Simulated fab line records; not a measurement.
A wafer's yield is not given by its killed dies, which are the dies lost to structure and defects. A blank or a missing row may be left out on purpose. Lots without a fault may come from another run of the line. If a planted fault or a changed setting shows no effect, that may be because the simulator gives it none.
Which tool did it? | flow n5-finfet | 24 lots with 72 wafers sampled at 2 steps, on a route of 1938 steps

## WHAT THE GAUGES SHOWED, per wafer
N5_START_INSPECT_01: inspects for defects (unpatterned scan). Usual: raw-defect-count at 5.9, with a standard deviation of 2.5.
lot  | measured    | on                | raw-defect-count | flag
L074 | day 1 12:02 | defect-inspect-02 | 8 5 6            |
L075 | day 1 18:02 | defect-inspect-02 | 7 5 2            |
L076 | day 2 00:02 | defect-inspect-01 | 8 11 5           |
L077 | day 2 06:02 | defect-inspect-01 | 9 5 13           |
L078 | day 2 12:02 | defect-inspect-01 | 9 5 5            |
L079 | day 2 18:02 | defect-inspect-01 | 5 5 14           |
L080 | day 3 00:02 | defect-inspect-01 | 3 8 11           |
L081 | day 3 06:02 | defect-inspect-01 | 5 6 5            |
L082 | day 3 12:02 | defect-inspect-01 | 5 5 7            |
L083 | day 3 18:02 | defect-inspect-01 | 12 2 6           |
L084 | day 4 00:02 | defect-inspect-02 | 4 3 7            |
L085 | day 4 06:02 | defect-inspect-02 | 3 6 2            |
L086 | day 4 12:02 | defect-inspect-01 | 4 8 4            |
L087 | day 4 18:02 | defect-inspect-01 | 6 4 2            |
L088 | day 5 00:02 | defect-inspect-02 | 6 7 6            |
L089 | day 5 06:02 | defect-inspect-02 | 6 10 9           |
L090 | day 5 12:02 | defect-inspect-02 | 5 5 7            |
L091 | day 5 18:02 | defect-inspect-01 | 3 8 5            |
L092 | day 6 00:02 | defect-inspect-02 | 2 8 5            |
L093 | day 6 06:02 | defect-inspect-01 | 9 5 3            |
L094 | day 6 12:02 | defect-inspect-01 | 5 7 3            |
L095 | day 6 18:02 | defect-inspect-02 | 7 8 10           |
L096 | day 7 00:02 | defect-inspect-01 | 6 4 10           |
L097 | day 7 06:02 | defect-inspect-01 | 5 10 3           |

N5_WELL_APT_OVL_MEAS_09. Usual: NWELL_OVL -1 nm, standard deviation 5.3.
lot  | measured    | on         | NWELL_OVL (nm) | flag
L074 | day 1 13:53 | overlay-01 | -5 -3 -3       |
L075 | day 1 19:53 | overlay-01 | 1 7 1          |
L076 | day 2 01:35 | overlay-02 | -11 -8 -4      |
L077 | day 2 07:35 | overlay-01 | -5 -5 5        |
L078 | day 2 14:08 | overlay-02 | 4 -11 2        |
L079 | day 2 19:35 | overlay-02 | 8 -4 -6        |
L080 | day 3 03:13 | overlay-01 | -2 -6 -6       |
L081 | day 3 07:54 | overlay-01 | 0 9 4          |
L082 | day 3 13:54 | overlay-01 | -1 6 0         |
L083 | day 3 19:44 | overlay-02 | 5 6 9          |
L084 | day 4 01:35 | overlay-01 | -1 -3 0        |
L085 | day 4 07:52 | overlay-01 | -2 -5 1        |
L086 | day 4 13:35 | overlay-01 | -4 -13 -8      |
L087 | day 4 19:43 | overlay-02 | 1 1 9          |
L088 | day 5 02:29 | overlay-02 | -5 -10 -12     |
L089 | day 5 07:43 | overlay-01 | 3 1 1          |
L090 | day 5 13:43 | overlay-02 | -5 -1 0        |
L091 | day 5 19:52 | overlay-02 | 3 0 -2         |
L092 | day 6 01:43 | overlay-02 | -2 -7 -8       |
L093 | day 6 07:56 | overlay-01 | -5 3 8         |
L094 | day 6 14:25 | overlay-02 | -2 -3 -3       |
L095 | day 6 19:56 | overlay-01 | -2 -4 -6       |
L096 | day 7 01:35 | overlay-02 | -1 3 1         |
L097 | day 7 08:22 | overlay-02 | 4 5 0          |

## WHAT TOOL EACH LOT RAN ON (gives the tool, then ch and the chambers of the sampled wafers, and finally the start)
The record holds no process step before these readings.

## AS READ BY THE TOOLS THEMSELVES (means over the sampled wafers that have a number; for cases with no such wafer, the mark the record gives instead)
The record holds no such reading with a usual standard deviation.

## THE ANSWER, worked out from the rows above alone
Rule: a lot counts as off when the mean over its wafers that have a number is more than 3 standard deviations away from the usual mean. A lot without any number at a reading at which 4 lots or more have one is off too. Any other lot the step has rows for is counted as sound. First the gauges in route order, then the tools' own readings, where a lot's mean is used as printed above. The first step at which some lot is off is used, and at that step the reading that is off furthest; a lot without a number counts as furthest.
No lot is off at any reading shown: from this, nothing can be told.

## WHAT THE SIMULATOR HAD PUT IN
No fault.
